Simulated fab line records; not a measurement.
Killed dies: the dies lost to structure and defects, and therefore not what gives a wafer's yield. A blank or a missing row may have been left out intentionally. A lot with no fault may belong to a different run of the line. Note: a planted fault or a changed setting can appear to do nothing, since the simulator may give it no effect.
Lot-split experiment ; flow n5-finfet ; route with 1938 steps; 7 lots, 21 wafers read

ABOUT THE SPLIT
At N5_BEOL_M0_SAQP_HM_DEP_02 (deposits TiN, target thk 12 nm), the setting target-thk-a was moved away from the recipe's 120 angstrom on 5 of the 21 wafers read, by -13.3% to -8.4%. All remaining wafers had this setting at the recipe value.

The reading is taken at the split's own step.

THE READING
TiN_of_BEOL_M0_SAQP_HM_DEP_02.thk-nm (the simulator's own value, which no gauge read), in nm, at N5_BEOL_M0_SAQP_HM_DEP_02 (deposits TiN, target thk 12 nm). The file gives no usual value for it. Across the 16 wafers here that went through the recipe, the average is 12.0 nm and the standard deviation 0.1 nm.

wafer;tool, chamber at the split;target-thk-a as run, angstrom;against the recipe;TiN_of_BEOL_M0_SAQP_HM_DEP_02.thk-nm, nm;against lot-mates on the recipe
L076.2;pvd-sputter-03, -;120;recipe;12;-
L076.4;pvd-sputter-03, -;120;recipe;12;-
L076.5;pvd-sputter-03, -;120;recipe;12.2;-
L079.1;pvd-sputter-03, -;120;recipe;12;-
L079.4;pvd-sputter-03, -;120;recipe;12;-
L079.2;pvd-sputter-03, -;120;recipe;11.8;-
L083.3;pvd-sputter-03, -;120;recipe;12;-
L083.5;pvd-sputter-03, -;120;recipe;12;-
L083.4;pvd-sputter-03, -;104.1;-13.3%;10.4;-1.6
L088.1;pvd-sputter-03, -;120;recipe;12;-
L088.5;pvd-sputter-03, -;120;recipe;12;-
L088.4;pvd-sputter-03, -;109.9;-8.4%;11;-1.0
L089.1;pvd-sputter-01, -;120;recipe;12;-
L089.4;pvd-sputter-01, -;120;recipe;12;-
L089.2;pvd-sputter-01, -;120;recipe;11.8;-
L090.1;pvd-sputter-02, -;120;recipe;12;-
L090.2;pvd-sputter-02, -;107.4;-10.5%;10.8;-1.3
L090.5;pvd-sputter-02, -;120;recipe;12.2;-
L092.1;pvd-sputter-01, -;105.8;-11.8%;10.4;-1.6
L092.3;pvd-sputter-01, -;120;recipe;12;-
L092.4;pvd-sputter-01, -;105.8;-11.8%;10.6;-1.4

THE FIT
A straight line over all 21 wafers: TiN_of_BEOL_M0_SAQP_HM_DEP_02.thk-nm changes by +0.122 nm for each +1% of target-thk-a; r = +0.99; the points scatter about the line by 0.1 nm.
The same after taking each lot's own level away (the mean of its wafers on the recipe; 21 wafers): +0.124 nm for each +1%; r = +0.99; scatter 0.081 nm.
According to that fit, moving target-thk-a by its largest amount changes the reading by 1.6 nm.
The span of the lots' own levels, 11.93 to 12.10 nm, comes to 1.7 times the standard deviation stated above.
Consequently the slope shifts little with the lot-to-lot level, the two slopes agreeing.
Check: for one of the wafers moved furthest among these (-13.3%), held out of the fit, the line's prediction against its lot-mates is -1.65 nm. Against them it came out at -1.6 nm.

THE OTHER SPLITS THESE WAFERS WENT THROUGH
Before the reading, these wafers also passed through other splits. Each is held against what the fit with the lots' levels taken away leaves over:
other split on the same wafers;wafers away from the commonest value;r with TiN_of_BEOL_M0_SAQP_HM_DEP_02.thk-nm (lot level and that fit taken away)
N5_GATE_CUT_COAT_07 spin-rpm;4;-0.02
N5_MOL_CONTACT_COAG_SPUTTER_130 power-w;10;-0.19
N5_MOL_CONTACT_COAG_CMP_23 down-force-psi;5;+0.03
N5_MOL_CONTACT_COAG_ALD_131 ald-cycles;6;+0.07

THE FILE'S OWN FIT
TiN_of_BEOL_M0_SAQP_HM_DEP_02.thk-nm changes by +0.123 nm for each +1% of target-thk-a, r = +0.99.
